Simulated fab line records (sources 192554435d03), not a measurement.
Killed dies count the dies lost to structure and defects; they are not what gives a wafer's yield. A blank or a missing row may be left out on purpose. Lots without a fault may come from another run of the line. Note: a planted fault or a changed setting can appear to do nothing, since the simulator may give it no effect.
fab line records ; flow n5Finfet
[record] lots = 5; wafers = 13; lastDay = 18
route steps=1938 shown BEOL_M7@1299 BEOL_M8@1332 BEOL_M15@1830 PASSIVATION@1936
lots untouched by any fault: they come from a run of this same line in which no faults occurred
startH: hours from the record's opening day to when the first of the lot's shown wafers began ; waitH: how many hours have passed since the lot's step before this one ; " unchanged from the row above ; L1.1+2: several wafers, shown together as one row ; - no value present, or no start provided ; * or withheld: withheld ; < > ~ a bound
route shown NAME@n: a module of which the file shows steps, and the number in the route of the first ; usual: mean and standard deviation over wafers with no fault ; same: alike in all rows ; chamber/n: place in a boat ; sites: each site's reading ; _std_site: their standard deviation ; _edge_site: mean of outer sites minus mean of inner sites ; radiusMm: how far each site lies from the wafer's centre ; mask NAME#n: copy n ; behind: the most recent tool/chamber to have shaped the wafer ; hold: reason for holding the lot/hours on hold/outcome of the hold ; device: the n, p or np transistor that did not switch ; end of line: tests run on the same wafers once the route is complete ; where a step has no rows: the recipe by itself ; killed: count of dies lost to structure and defects at first sort (not the wafer's yield) ; map: a wafer's dies, marking killed ones x, the rest . and places with no die _
set.NAME: the run value of the setting; set.NAME@STEP: its run value at that earlier step ; model.NAME: the simulator's own value behind a step, which no gauge read
lots at some steps of the route; a table a step, a row a wafer
services: a tool's chamber out of use, with start hour (startH, from the record's first day; less than 0 if before it), hours out, and reason
[[steps]]
[step N5_BEOL_M7_DESCUM_33]
[recipe] chemistry = O2; timeS = 7; sourcePowerW = 50; biasPowerW = 20; pressureMtorr = 20; rfFrequencyHz = 2.712e+07; tempC = 40; resist = CAR-EUV; o2FlowSccm = 225
[step N5_BEOL_M7_ETCH_72]
[recipe] chemistry = N2/H2; target = underlayer; targetDepthA = 65; maskMaterial = CAR-EUV; timeS = 5.2; ionEnergyEv = 200; pressureMtorr = 30; sourceW = 840; biasW = 150; n2FlowSccm = 200; h2FlowSccm = 200; ends = cleared
[step N5_BEOL_M7_ETCH_65]
[recipe] chemistry = CF4; target = SiARC; targetDepthA = 156; maskMaterial = CAR-EUV; timeS = 26; ionEnergyEv = 80; pressureMtorr = 40; sourceW = 545; biasW = 36; Ar_flow_sccm = 100; cf4FlowSccm = 100; ends = cleared
[step N5_BEOL_M7_ETCH_66]
[recipe] chemistry = N2/H2; target = SOC; targetDepthA = 800; overetchA = 160; maskMaterial = SiARC; tempC = 40; timeS = 120; ionEnergyEv = 200; pressureMtorr = 30; sourceW = 840; biasW = 150; n2FlowSccm = 200; h2FlowSccm = 200
[step N5_BEOL_M7_STRIP_69]
[recipe] chemistry = N2/H2; tempC = 40; n2FlowSccm = 200; h2FlowSccm = 200; rfFrequencyHz = 6e+07
[step N5_BEOL_M7_STRIP_73]
[recipe] chemistry = N2/H2; tempC = 40; n2FlowSccm = 200; h2FlowSccm = 200; rfFrequencyHz = 6e+07
[step N5_BEOL_M7_VIA_ETCH_34]
[recipe] chemistry = C4F6/O2; target = SiCOH_lowk; targetDepthA = 1255; maskMaterial = SOC; taperDeg = 4; timeS = 50.5; ionEnergyEv = 250; pressureMtorr = 30; sourceW = 345; biasW = 185; Ar_flow_sccm = 300; C4F6_flow_sccm = 10; O2_flow_sccm = 10
[step N5_BEOL_M7_STRIP_76]
[recipe] chemistry = C4F6/O2; resist = SiARC; rfFrequencyHz = 6e+07
[step N5_BEOL_M7_STRIP_36]
[recipe] chemistry = N2/H2; powerW = 450; tempC = 40; pressureMtorr = 20; rfFrequencyHz = 6e+07; overashFraction = 0.3; biasPowerW = 7; h2Frac = 0.5; n2FlowSccm = 200; h2FlowSccm = 200
[step N5_BEOL_M7_TRENCH_ETCH_37]
[recipe] chemistry = C4F6/O2; targetDepthA = 934.78; target = SiCOH_lowk; timeS = 31.2; ionEnergyEv = 250; pressureMtorr = 30; sourceW = 345; biasW = 185; Ar_flow_sccm = 300; C4F6_flow_sccm = 10; O2_flow_sccm = 10
[usual] drypumpMotorCurrentA = 5.78/0.28; oes_o_777_au = 0.77/0.079; oesProductAu = 0.78/0.076; rfVppV = 668/9; showerheadPlenumPTorr = 2.87/0.092; throttleValvePct = 20.88/0.25
lot.wafer;tool;chamber;startH;waitH;drypumpMotorCurrentA;oes_o_777_au;oesProductAu;rfHoursCounterH;rfVppV;showerheadPlenumPTorr;throttleValvePct;model.etch.depthNm;model.BEOL_M7.featureDepthNm;model.TiN_of_BEOL_M7_HM_DEP_02.thkNm
L575.1;rieDiel-03;2;223.70;-;5.73;0.86;0.86;62;670;3.02;20.67;93.84;93.8;17.4
L575.2;rieDiel-03;3;223.70;-;5.48;0.77;0.78;128;672;2.75;21.04;94.21;94.2;17.2
L575.4;rieDiel-03;1;223.70;-;6.32;0.69;0.70;177;667;2.95;20.60;89.54;89.6;17.8
L581.2;rieDiel-03;1;262.08;-;6.30;0.69;0.70;191;667;2.94;20.62;91.33;91.4;17.6
L581.3;rieDiel-03;3;262.08;-;5.48;0.76;0.70;140;671;2.75;21.01;78.57;78.6;17.4
L581.5;rieDiel-03;3;262.08;-;5.47;0.76;0.78;-;670;2.75;21.06;94.56;94.6;17.4
L582.3;rieDiel-03;1;283.15;-;6.31;0.68;0.61;197;668;2.94;20.58;74.14;74.2;18.2
L582.5;rieDiel-03;0;283.15;-;5.62;0.87;0.86;-;675;2.88;20.79;95.81;95.8;17.2
L583.4;rieDiel-03;0;283.55;-;5.61;0.87;0.76;74;673;2.88;20.75;79.52;79.6;17.8
L583.5;rieDiel-03;0;283.55;-;5.63;0.87;0.85;-;674;2.88;20.78;96.05;96;17.4
L592.1;rieDiel-06;3;353.76;-;5.85;0.82;0.80;97;654;2.75;20.55;91.75;91.8;17.4
L592.4;rieDiel-06;1;353.76;-;5.41;0.75;0.73;196;664;2.92;20.92;93.49;93.4;17.6
L592.6;rieDiel-06;1;353.76;-;5.40;0.75;0.73;-;666;2.92;20.93;93.24;93.2;17.6
[step N5_BEOL_M7_ETCH_41]
[recipe] chemistry = CH3F/O2; target = SiCN; targetDepthA = 319; taperDeg = 2; timeS = 57.8; ionEnergyEv = 120; maskMaterial = TiN; pressureMtorr = 30; sourceW = 395; biasW = 75; Ar_flow_sccm = 150; CH3F_flow_sccm = 30; O2_flow_sccm = 20
[step N5_BEOL_M7_STRIP_80]
[recipe] chemistry = N2/H2; timeS = 10; powerW = 450; tempC = 40; pressureMtorr = 20; rfFrequencyHz = 6e+07; biasPowerW = 7; n2FlowSccm = 200; h2FlowSccm = 200
[step N5_BEOL_M7_OCD_MEAS_38]
[usual] trenchDepthNm = 93.6/1.9
lot.wafer;tool;chamber;startH;waitH;trenchDepthNm
L575.1;ocd-02;-;223.86;-;93.9
L575.2;ocd-02;-;223.86;-;94.6
L575.4;ocd-02;-;223.86;-;89.5
L581.2;ocd-02;-;262.24;-;92.1
L581.3;ocd-02;-;262.24;-;78.8
L581.5;ocd-02;-;262.24;-;94.1
L582.3;ocd-02;-;283.31;-;74.4
L582.5;ocd-02;-;283.31;-;96.1
L583.4;ocd-02;-;283.71;-;79.4
L583.5;ocd-02;-;283.71;-;95.8
L592.1;ocd-02;-;353.92;-;91.8
L592.4;ocd-02;-;353.92;-;94.0
L592.6;ocd-02;-;353.92;-;92.9
[step N5_BEOL_M7_HM_STRIP_39]
[recipe] chemistry = peroxideTinStrip; material = TiN; targetDepthA = 250; tempC = 50; timeS = 158
[step N5_BEOL_M7_SRD_40]
[recipe] timeS = 30; tempC = 23; rinseLiquid = diw; dry = ipaMarangoni
[step N5_BEOL_M7_PRECLEAN_42]
[recipe] chemistry = residueRemover; timeS = 60; tempC = 40
[step N5_BEOL_M7_SRD_43]
[recipe] timeS = 30; tempC = 23; rinseLiquid = diw; dry = ipaMarangoni
[step N5_BEOL_M7_CURE_75]
[recipe] tempC = 370; timeS = 120; ambient = DMADMS/He; material = SiCOH_lowk
[step N5_BEOL_M7_DEGAS_44]
[recipe] ambient = vacuum; tempC = 250; timeS = 60
[step N5_BEOL_M7_PRE_CLEAN_45]
[recipe] gas = H2/He; timeS = 30; tempC = 250
[step N5_BEOL_M7_ALD_77]
[recipe] material = TaN; targetThkA = 20; tempC = 275; aldPrecursorFamily = PDMAT; aldCoReactant = NH3; pressureTorr = 3; carrierFlowSccm = 1500; pulseTimeS = 2; purgeTimeS = 3; coReactantPurgeTimeS = 2; coReactantPulseTimeS = 3; aldCycles = 40; precursorVesselTempC = 75; precursorVesselPressureTorr = 26.25; precursorVesselCarrierSccm = 1000
[step N5_BEOL_M7_SURFACE_TREAT_79]
[recipe] gas = Ar; timeS = *; ionEnergyEv = *; ionCurrentMaCm2 = 0.5; pressureMtorr = *; arFlowSccm = 30
[step N5_BEOL_M7_CVD_78]
[recipe] material = Co; targetThkA = 20; tempC = withheld; precursor = CCTBA/H2; pressureTorr = 30; timeS = 142.3
[step N5_BEOL_M7_SPUTTER_48]
[recipe] material = Cu; targetThkA = 100; tempC = -20; biasV = 60; powerW = 26000; chamberPressurePa = 0.13; timeS = 1.667
[step N5_BEOL_M7_ECD_50]
[recipe] material = Cu; targetThkA = 3000
[step N5_BEOL_M7_ANNEAL_51]
[recipe] tempC = 225; timeS = 90; ambient = N2
[step N5_BEOL_M7_CMP_52]
[recipe] stopOn = SiCOH_lowk; tOverpolishS = 6.9; downForcePsi = 1; platenRpm = 50; clearingPlatenDownForcePsi = 1.5; clearingPlatenRpm = 50; postCmpClean = cuAlkaline; targetThkNm = 80; clearingPlatenPadVelocityMS = 0.99484; padVelocityMS = 0.99484
[usual] barrierFieldEndpointS = 28.8/0.75; clearingPlatenDownForcePsi = 1.4997/0.0029; clearingPlatenRpm = 50.004/0.026; motorCurrentA = 6.2/0.56; overpolishRunS = 6.898/0.0078; slurryFilterDpKPa = 13.49/0.15; slurryFlowMlMin = 150.0/0.48; timeToEndpointS = 62/3.3
lot.wafer;tool;chamber;startH;waitH;barrierFieldEndpointS;clearingPlatenDownForcePsi;clearingPlatenRpm;motorCurrentA;overpolishRunS;slurryFilterDpKPa;slurryFlowMlMin;timeToEndpointS;model.Cu_of_BEOL_M7_ECD_50.thkNm
L575.4;cmp-02;3;225.98;0.2;30.8;1.5034;49.952;6.0;6.892;13.28;150.2;63;75.6
L575.1;cmp-02;0;225.98;0.2;29.2;1.5057;49.994;7.0;6.909;13.48;150.3;59;78.8
L575.2;cmp-02;1;225.98;0.2;29.0;1.5043;49.993;6.0;6.888;13.76;150.0;57;79.4
L581.2;cmp-01;1;266.37;0.2;28.8;1.5067;49.978;7.0;6.888;13.56;150.2;63;77.4
L581.3;cmp-01;3;266.37;0.2;28.6;1.5041;49.951;5.9;6.912;13.42;149.7;64;63.6
L581.5;cmp-01;0;266.37;0.2;28.8;1.4992;49.985;6.2;6.900;13.58;150.2;62;80.4
L582.3;cmp-01;0;284.96;0.2;29.0;1.4995;49.994;6.2;6.896;13.61;150.5;60;60
L582.5;cmp-01;3;284.96;0.2;29.2;1.4983;50.002;6.3;6.880;13.52;149.7;61;81.2
L583.4;cmp-02;3;285.32;0.2;28.7;1.4982;49.990;6.3;6.896;13.69;150.6;61;65.6
L583.5;cmp-02;2;285.32;0.2;28.0;1.5033;49.970;6.4;6.890;13.51;150.3;59;81.6
L592.1;cmp-01;3;356.06;0.3;27.5;1.5017;49.996;6.0;6.918;13.32;150.4;57;77.2
L592.4;cmp-01;0;356.06;0.3;27.8;1.4992;49.979;6.0;6.909;13.47;150.4;60;79.2
L592.6;cmp-01;0;356.06;0.3;28.6;1.4969;49.995;6.1;6.887;13.17;150.9;57;79
[step N5_BEOL_M7_THK_MEAS_53]
[recipe] thkMeasGauge = xrf; reads = Cu_of_BEOL_M7_ECD_50
[usual] M7_THK = 79.2/2.4
lot.wafer;tool;chamber;startH;waitH;M7_THK[nm]
L575.1;filmMetro-02;-;226.24;-;78.2
L575.2;filmMetro-02;-;226.24;-;78.8
L575.4;filmMetro-02;-;226.24;-;75.3
L581.2;filmMetro-02;-;266.62;-;76.8
L581.3;filmMetro-02;-;266.62;-;63.1
L581.5;filmMetro-02;-;266.62;-;80.2
L582.3;filmMetro-02;-;285.18;-;60.7
L582.5;filmMetro-02;-;285.18;-;81.8
L583.4;filmMetro-01;-;285.58;-;64.2
L583.5;filmMetro-01;-;285.58;-;80.2
L592.1;filmMetro-01;-;356.36;-;76.5
L592.4;filmMetro-01;-;356.36;-;78.6
L592.6;filmMetro-01;-;356.36;-;78.3
[step N5_BEOL_M7_PRE_CLEAN_55]
[recipe] gas = NH3; timeS = 15; tempC = withheld; rfPowerW = 300
[step N5_BEOL_M7_DEP_56]
[recipe] material = SiCN; targetThkA = 100; tempC = withheld; precursor = 3MS/NH3; pressureTorr = 3; rfW = 202; timeS = 17.5
[step N5_BEOL_M7_RS_MEAS_57]
[recipe] thkMeasGauge = four-point-probe; reads = Cu_of_BEOL_M7_ECD_50+Co_of_BEOL_M7_CVD_78+TaN_of_BEOL_M7_ALD_77
[usual] M7_RS = 0.287/0.0098
lot.wafer;tool;chamber;startH;waitH;M7_RS[ohm/sq]
L575.1;filmMetro-01;-;226.40;0.1;0.292
L575.2;filmMetro-01;-;226.40;0.1;0.289
L575.4;filmMetro-01;-;226.40;0.1;0.306
L581.2;filmMetro-01;-;266.75;0.1;0.298
L581.3;filmMetro-01;-;266.75;0.1;0.376
L581.5;filmMetro-01;-;266.75;0.1;0.285
L582.3;filmMetro-01;-;285.31;0.1;0.404
L582.5;filmMetro-01;-;285.31;0.1;0.281
L583.4;filmMetro-02;-;285.71;0.0;0.363
L583.5;filmMetro-02;-;285.71;0.0;0.280
L592.1;filmMetro-02;-;356.49;0.1;0.299
L592.4;filmMetro-02;-;356.49;0.1;0.289
L592.6;filmMetro-02;-;356.49;0.1;0.291
[step N5_BEOL_M8_ILD_DEP_00]
[recipe] material = SiCOH_lowk; targetThkA = 1797.5; tempC = 300; precursor = DEMS/porogen; pressureTorr = 5; rfW = 500; timeS = 33.4
[step N5_BEOL_M8_CURE_74]
[recipe] tempC = 385; timeS = 240; ambient = He/Ar; material = SiCOH_lowk
[step N5_BEOL_M8_PECVD_70]
[recipe] material = SiO2; targetThkA = 200; tempC = 400; precursor = TEOS/O2; pressureTorr = 5.5; rfW = 450; teosFlowSccm = 53.8; gas = O2; flowSccm = 3000; timeS = 22.7
[step N5_BEOL_M8_HM_DEP_02]
[recipe] material = TiN; targetThkA = 200; tempC = 25; chamberPressurePa = 0.49996
[step N5_BEOL_M8_COAT_59]
[recipe] resist = SOC; tempC = 250; timeS = 60; spinRpm = 1500; resistThkNm = 100
[step N5_BEOL_M15_RC_MEAS_101]
[usual] COMB_M10 = 1.5e-11/3.1e-12; COMB_M11 = 1.5e-11/3.1e-12; COMB_M12 = 7.1e-12/1.6e-12; COMB_M13 = 5.4e-12/1.2e-12; COMB_M14 = 4.1e-12/1.1e-12; COMB_M14_max_site = 5.6e-12/1.3e-12; COMB_M15 = 3.1e-12/9.7e-13; COMB_M5 = 3.7e-11/7.7e-12; COMB_M6 = 2.6e-11/4.7e-12; COMB_M8 = 2.5e-11/5e-12; COMB_M9 = 1.5e-11/3e-12; SERP_M10 = 3.09/0.074; SERP_M11 = 3.08/0.1; SERP_M12 = 0.641/0.02; SERP_M12_max_site = 0.653/0.021; SERP_M13 = 0.308/0.0057; SERP_M14 = 0.162/0.0036; SERP_M5 = 38.7/1.6; SERP_M6 = 13.8/0.53; SERP_M7 = 13.9/0.6; SERP_M7_max_site = 14.5/0.66; SERP_M8 = 14.0/0.57; SERP_M9 = 3.08/0.083
lot.wafer;tool;chamber;startH;waitH;COMB_M10[S/m];COMB_M11[S/m];COMB_M12[S/m];COMB_M13[S/m];COMB_M14[S/m];COMB_M14_max_site[S/m];COMB_M15[S/m];COMB_M5[S/m];COMB_M6[S/m];COMB_M8[S/m];COMB_M9[S/m];SERP_M10[ohm/um];SERP_M11[ohm/um];SERP_M12[ohm/um];SERP_M12_max_site[ohm/um];SERP_M13[ohm/um];SERP_M14[ohm/um];SERP_M5[ohm/um];SERP_M6[ohm/um];SERP_M7[ohm/um];SERP_M7_max_site[ohm/um];SERP_M8[ohm/um];SERP_M9[ohm/um]
L575.1;prober-02;0;284.34;0.0;1.1e-11;1.4e-11;5.3e-12;5.1e-12;3.7e-12;6.4e-12;1.6e-12;4.2e-11;2e-11;2e-11;1.4e-11;3.08;3.29;0.649;0.659;0.307;0.155;38.9;12.7;13.8;14.8;14.0;3.03
L575.2;prober-02;0;284.34;0.0;1.3e-11;1.5e-11;5.2e-12;4.2e-12;5.1e-12;5.8e-12;1.8e-12;4.9e-11;2.1e-11;3.8e-11;1.26e-11;2.92;3.07;0.669;0.694;0.308;0.167;40.0;13.5;14.6;15.1;14.5;3.11
L575.4;prober-02;0;284.34;0.0;1.4e-11;1.5e-11;5.6e-12;6.2e-12;4.4e-12;5.5e-12;2e-12;6e-11;2.4e-11;2.2e-11;1.91e-11;3.03;3.03;0.683;0.692;0.309;0.161;38.5;13.7;15.1;15.7;13.6;3.13
L581.2;prober-01;0;332.91;0.2;1.3e-11;1.6e-11;7.1e-12;5.6e-12;5.3e-12;6.4e-12;3.7e-12;3.8e-11;3.7e-11;1.9e-11;1.42e-11;3.18;3.07;0.654;0.673;0.300;0.163;37.1;13.4;14.5;15.4;13.8;3.08
L581.3;prober-01;0;332.91;0.2;1.4e-11;1.8e-11;7.7e-12;4.8e-12;4.1e-12;6e-12;3.2e-12;4.1e-11;3.2e-11;2.8e-11;1.86e-11;3.01;2.99;0.652;0.664;0.317;0.161;38.2;14.1;17.4;17.8;13.5;3.23
L581.5;prober-01;0;332.91;0.2;2e-11;1.4e-11;1.1e-11;5.3e-12;4.5e-12;6.3e-12;3.3e-12;4e-11;3.3e-11;2.7e-11;1.82e-11;3.16;3.02;0.626;0.640;0.315;0.163;36.9;13.8;13.5;14.4;14.9;3.10
L582.3;prober-01;0;361.91;0.3;1.2e-11;1.2e-11;8.9e-12;5.7e-12;4.5e-12;5.5e-12;3.3e-12;3.2e-11;3.2e-11;3.5e-11;1.46e-11;3.05;2.90;0.623;0.632;0.317;0.169;39.8;13.4;19.3;20.1;14.4;3.18
L582.5;prober-01;0;361.91;0.3;2.1e-11;1.5e-11;8.2e-12;5.4e-12;4.2e-12;4.9e-12;4.3e-12;3.7e-11;3.1e-11;3.3e-11;2.63e-11;3.21;3.04;0.636;0.654;0.307;0.161;40.6;13.6;13.7;13.9;14.5;3.04
L583.4;prober-02;0;372.26;0.5;1.1e-11;1.1e-11;5e-12;4.6e-12;3.1e-12;4e-12;1.7e-12;3.1e-11;2.1e-11;1.8e-11;1.26e-11;3.19;2.99;0.656;0.665;0.304;0.158;38.3;13.7;17.9;19.2;14.4;2.94
L583.5;prober-02;0;372.26;0.5;1.5e-11;1e-11;6e-12;5.8e-12;3.5e-12;5.2e-12;2.1e-12;3.8e-11;2.4e-11;2.2e-11;1.14e-11;3.16;3.05;0.641;0.656;0.301;0.159;40.1;12.8;13.6;14.1;13.9;3.16
L592.1;prober-01;0;420.44;0.0;1.5e-11;1.2e-11;5.9e-12;7.9e-12;4.3e-12;5.5e-12;3.8e-12;3.1e-11;3e-11;2.9e-11;1.45e-11;3.14;3.11;0.654;0.666;0.298;0.158;40.5;13.4;13.8;14.0;14.7;3.09
L592.4;prober-01;0;420.44;0.0;1.2e-11;1.5e-11;8.9e-12;7.4e-12;4.3e-12;5.9e-12;3.5e-12;2.8e-11;2.5e-11;2e-11;1.39e-11;3.18;3.00;0.669;0.678;0.295;0.162;38.6;13.4;13.6;13.9;14.5;3.00
L592.6;prober-01;0;420.44;0.0;2.1e-11;1.6e-11;7.5e-12;6.6e-12;4.6e-12;5.2e-12;3.5e-12;2.9e-11;3.1e-11;2.3e-11;1.83e-11;3.13;3.09;0.654;0.662;0.305;0.164;37.0;13.0;13.5;14.0;13.8;2.96
// sites SERP_M7 radiusMm=0,75,75,75,75,140,140,140,140
L575.1 13.4 13.5 13.8 13.4 13.2 14.5 14.8 14.8 14.5
L581.2 15.4 14.5 15.2 14.7 14.9 13.3 14.5 14.2 14.2
L582.3 19.9 19.5 20.1 19.2 19.7 18.0 19.3 17.9 19.2
L583.4 16.6 17.9 17.6 17.7 17.8 18.3 19.2 18.9 18.3
L592.1 14.0 13.4 13.8 13.9 14.0 13.4 13.8 13.6 13.5
[step N5_PASSIVATION_PROBE_49]
[usual] defectLimitedYield = 91.5/1.5; killed_at_M0_to_M3 = 33/10; killed_at_M4_up = 15/6.4; killedAtContacts = 12/5.4; killedAtFrontEnd = 38/9.8; killedAtOther = 4/3.1; killedDies = 101/18; killedOpen = 67/14; killedShort = 33/7.9; sort_bin_5_function = 5.0/1; sort_bin_6_memory = 3.2/0.67; sort_bin_8_speed = 0/0; sortNPass = 1079/18
[same] grossDies = 1180; killedAtBackSide = 0; sort_bin_4_leakage[%] = 0
lot.wafer;tool;chamber;startH;waitH;defectLimitedYield[%];killed_at_M0_to_M3;killed_at_M4_up;killedAtContacts;killedAtFrontEnd;killedAtOther;killedDies;killedOpen;killedShort;sort_bin_5_function[%];sort_bin_6_memory[%];sort_bin_8_speed[%];sortNPass
L575.1;prober-01;-;296.78;0.0;91.9;26;13;6;47;4;96;73;23;4.6;3.5;0;1084
L575.2;prober-01;-;296.83;0.1;92.5;38;5;9;35;2;89;59;30;3.6;3.5;0;1091
L575.4;prober-01;-;296.93;0.2;88.9;31;23;8;65;4;131;91;40;6.4;4.5;0;1049
L581.2;prober-01;-;350.61;0.1;92.2;11;23;15;42;1;92;58;34;4.4;3.2;0;1088
L581.3;prober-01;-;350.66;0.1;91.9;29;19;5;34;8;95;59;35;4.7;3.1;0;1085
L581.5;prober-01;-;350.76;0.2;93.2;24;17;5;30;4;80;50;30;4.0;2.5;0;1100
L582.3;prober-02;-;376.93;0.1;91.5;32;15;14;37;2;100;62;36;4.8;3.2;0.17;1080
L582.5;prober-02;-;377.03;0.2;93.9;20;10;12;30;0;72;46;24;3.5;2.4;0;1108
L583.4;prober-01;-;390.45;0.2;92.6;18;11;16;40;2;87;60;27;4.4;2.9;0;1093
L583.5;prober-01;-;390.50;0.2;92.6;22;20;13;31;1;87;53;33;4.5;2.7;0;1093
L592.1;prober-01;-;435.37;0.0;93.0;21;16;10;34;2;83;51;31;4.2;2.7;0;1097
L592.4;prober-01;-;435.52;0.2;94.2;22;14;6;25;1;68;43;25;3.4;2.2;0;1112
L592.6;prober-01;-;435.62;0.3;92.1;40;11;5;32;5;93;54;36;5.1;2.6;0;1087
// killed by level:class
L575.1 STI_FIN_REVEAL:geometricParticle:open=19 BEOL_M4:geometricParticle:open=8 BEOL_M2:geometricParticle:open=7 BEOL_M1:geometricParticle:open=6 BEOL_M3:geometricParticle:open=6 STARTING-WAFER:geometricParticle:open=5 SPACER0:geometricParticle:open=4 MOL_CONTACT_COAG:geometricParticle:open=4
L575.2 BEOL_M1:geometricParticle:open=9 BEOL_M2:geometricParticle:open=9 FIN_SAQP:geometricParticle:short=7 STI_FIN_REVEAL:geometricParticle:open=7 BEOL_M0_SAQP:geometricParticle:short=7 MOL_CONTACT_COAG:geometricParticle:open=6 DUMMY_GATE:geometricParticle:open=5 BEOL_M0_SAQP:geometricParticle:open=5
L575.4 FIN_SAQP:geometricParticle:short=19 STI_FIN_REVEAL:geometricParticle:open=14 BEOL_M2:geometricParticle:open=10 BEOL_M4:geometricParticle:open=10 MOL_CONTACT_COAG:geometricParticle:open=7 BEOL_M0_SAQP:geometricParticle:open=7 BEOL_M3:geometricParticle:open=6 FIN_SAQP:geometricParticle:open=5
L581.2 FIN_SAQP:geometricParticle:open=13 FIN_SAQP:geometricParticle:short=11 MOL_CONTACT_COAG:geometricParticle:open=11 BEOL_M4:geometricParticle:open=11 GATE_CUT:geometricParticle:short=5 STI_FIN_REVEAL:geometricParticle:open=4 MOL_CONTACT_COAG:geometricParticle:short=4 BEOL_M5:geometricParticle:short=4
L581.3 FIN_SAQP:geometricParticle:short=11 BEOL_M2:geometricParticle:open=9 FIN_SAQP:geometricParticle:open=8 BEOL_M1:geometricParticle:open=6 BEOL_M3:geometricParticle:open=6 BEOL_M5:geometricParticle:open=6 MOL_CONTACT_COAG:geometricParticle:open=4 BEOL_M4:geometricParticle:open=4
L581.5 BEOL_M0_SAQP:geometricParticle:short=7 BEOL_M4:geometricParticle:open=7 FIN_SAQP:geometricParticle:short=6 FIN_SAQP:geometricParticle:open=5 BEOL_M0_SAQP:geometricParticle:open=5 STARTING-WAFER:geometricParticle:open=5 STI_FIN_REVEAL:geometricParticle:open=4 BEOL_M1:geometricParticle:open=4
L582.3 BEOL_M0_SAQP:geometricParticle:short=17 MOL_CONTACT_COAG:geometricParticle:open=12 STI_FIN_REVEAL:geometricParticle:open=9 BEOL_M0_SAQP:geometricParticle:open=9 BEOL_M4:geometricParticle:open=9 FIN_SAQP:geometricParticle:open=5 FIN_SAQP:geometricParticle:short=4 STI_FIN_REVEAL:geometricParticle:short=4
L582.5 FIN_SAQP:geometricParticle:open=9 BEOL_M0_SAQP:geometricParticle:short=7 MOL_CONTACT_COAG:geometricParticle:short=6 MOL_CONTACT_COAG:geometricParticle:open=6 BEOL_M0_SAQP:geometricParticle:open=6 STI_FIN_REVEAL:geometricParticle:open=5 BEOL_M2:geometricParticle:open=5 BEOL_M4:geometricParticle:open=4
L583.4 MOL_CONTACT_COAG:geometricParticle:open=13 FIN_SAQP:geometricParticle:short=11 STI_FIN_REVEAL:geometricParticle:open=8 BEOL_M0_SAQP:geometricParticle:open=8 FIN_SAQP:geometricParticle:open=6 DUMMY_GATE:geometricParticle:open=6 BEOL_M4:geometricParticle:open=5 MOL_CONTACT_COAG:geometricParticle:short=3
L583.5 MOL_CONTACT_COAG:geometricParticle:open=9 FIN_SAQP:geometricParticle:short=6 STI_FIN_REVEAL:geometricParticle:open=6 BEOL_M0_SAQP:geometricParticle:short=5 FIN_SAQP:geometricParticle:open=4 MOL_CONTACT_COAG:geometricParticle:short=4 BEOL_M1:geometricParticle:open=4 BEOL_M3:geometricParticle:open=4
L592.1 BEOL_M4:geometricParticle:open=10 STI_FIN_REVEAL:geometricParticle:open=8 MOL_CONTACT_COAG:geometricParticle:open=8 FIN_SAQP:geometricParticle:short=5 BEOL_M0_SAQP:geometricParticle:short=4 BEOL_M0:geometricParticle:open=4 BEOL_M2:geometricParticle:open=4 FIN_SAQP:geometricParticle:open=3
L592.4 FIN_SAQP:geometricParticle:short=11 BEOL_M0_SAQP:geometricParticle:open=8 FIN_SAQP:geometricParticle:open=6 MOL_CONTACT_COAG:geometricParticle:open=6 BEOL_M4:geometricParticle:open=5 BEOL_M0_SAQP:geometricParticle:short=5 BEOL_M0:geometricParticle:open=4 BEOL_M2:geometricParticle:open=4
L592.6 BEOL_M0_SAQP:geometricParticle:open=12 FIN_SAQP:geometricParticle:short=9 BEOL_M0_SAQP:geometricParticle:short=9 STI_FIN_REVEAL:geometricParticle:open=7 BEOL_M0:geometricParticle:open=5 FIN_SAQP:geometricParticle:open=4 BEOL_M4:geometricParticle:open=4 GATE_CUT:geometricParticle:short=4
[[services]]
tool;chamber;startH;hours;kind
cmp-02;-;201.13;-;consumableReplace:conditioner
cmp-02;-;201.13;-;consumableReplace:pad
cmp-01;-;208.40;13.1;pm
cmp-02;-;216.47;0.3;repair
cmp-01;-;228.56;6.6;pm
rieDiel-06;2;252.13;10.8;repair
rieDiel-06;0;256.55;7.3;repair
rieDiel-06;1;257.61;3.4;repair
cmp-01;-;263.20;0.5;repair
rieDiel-03;1;264.32;8.9;repair
rieDiel-06;3;291.33;1.9;repair
cmp-01;-;295.25;2.0;repair
cmp-02;-;296.23;6.5;repair
cmp-01;-;306.26;4.0;pm
cmp-01;-;310.26;-;consumableReplace:conditioner
cmp-01;-;310.26;-;consumableReplace:pad
[[key]]
[firstSign] step = N5_BEOL_M7_OCD_MEAS_38; reading = trenchDepthNm; direction = down; sigmas = 8.7; usual = 93.6; struck = 77.5
[effect] step = N5_BEOL_M7_THK_MEAS_53; reading = M7_THK; direction = down; sigmas = 7; usual = 79.2; struck = 62.7
[effect] step = N5_BEOL_M7_RS_MEAS_57; reading = M7_RS; direction = up; sigmas = 9.6; usual = 0.287; struck = 0.381
[effect] step = N5_BEOL_M15_RC_MEAS_101; reading = SERP_M7; direction = up; sigmas = 7.2; usual = 13.9; struck = 18.2
[modelEffect] step = N5_BEOL_M7_TRENCH_ETCH_37; value = etch.depthNm; without = 93.29; struck = 77.41
[modelEffect] step = N5_BEOL_M7_CMP_52; value = Cu_of_BEOL_M7_ECD_50.thkNm; without = 78.87; struck = 63.07
metAt N5_BEOL_M7_TRENCH_ETCH_37
struckWafers L581.3,L582.3,L583.4
onsetBetween 223.70 262.08
[fault] kind = processParameterDrift; tool = rieDiel-03; chamber = -; onsetH = 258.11; steps = N5_BEOL_M7_TRENCH_ETCH_37; channel = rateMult; offset = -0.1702; shape = step; endH = 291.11; scope = struckWafersOnly
